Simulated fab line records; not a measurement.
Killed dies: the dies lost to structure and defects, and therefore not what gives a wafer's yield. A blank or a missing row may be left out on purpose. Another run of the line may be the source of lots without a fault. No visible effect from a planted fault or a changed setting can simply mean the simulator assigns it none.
Chamber matching ; flow n5 finfet ; 4 sister chambers for N5_BEOL_M8_ETCH_61 on rie diel-06
The step etches SiARC in CF4, target depth 45.5 nm, time 75.8 s. 4 wafers are shown with their chamber, then 11 later ones without.

== WAFERS PAIRED WITH THEIR CHAMBERS ==
wafer;chamber;drypump motor current A (A)
L084.5;3;5.5
L090.1;1;5.4
L090.3;2;5.4
L092.1;0;6.5

== WAFERS MISSING THEIR CHAMBER ==
wafer;drypump motor current A (A)
L092.4;5.4
L092.6;5.5
L091.1;5.5
L091.2;5.3
L091.3;5.5
L094.1;5.3
L094.5;5.3
L094.6;5.5
L095.3;5.5
L095.5;6.5
L095.6;5.6

== WHICH CHAMBER EACH WENT THROUGH ==
wafer;from the rows above;in truth
L092.4;can't be placed: 1 or 2 or 3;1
L092.6;can't be placed: 3 or 1 or 2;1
L091.1;can't be placed: 3 or 1 or 2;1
L091.2;can't be placed: 1 or 2 or 3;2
L091.3;can't be placed: 3 or 1 or 2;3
L094.1;can't be placed: 1 or 2 or 3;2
L094.5;can't be placed: 1 or 2 or 3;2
L094.6;can't be placed: 3 or 1 or 2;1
L095.3;can't be placed: 3 or 1 or 2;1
L095.5;0;0
L095.6;can't be placed: 3 or 1 or 2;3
1 of 11 placed correctly. These rows do not allow placing 10 (true chamber among the candidates in 10). Wrongly placed: 0.
How it was worked out, from the rows above alone: a wafer's distance from a chamber is the root of the sum, over the readings, of the square of ((its reading less the chamber's mean) divided by the reading's scatter). The wafer belongs to the nearest chamber; if the next one is less than 2 further off, it can't be placed. A chamber's mean is the mean of its shown wafers. The scatter: root of mean squared gap, hidden wafer to nearest shown wafer, with one shown wafer a chamber.
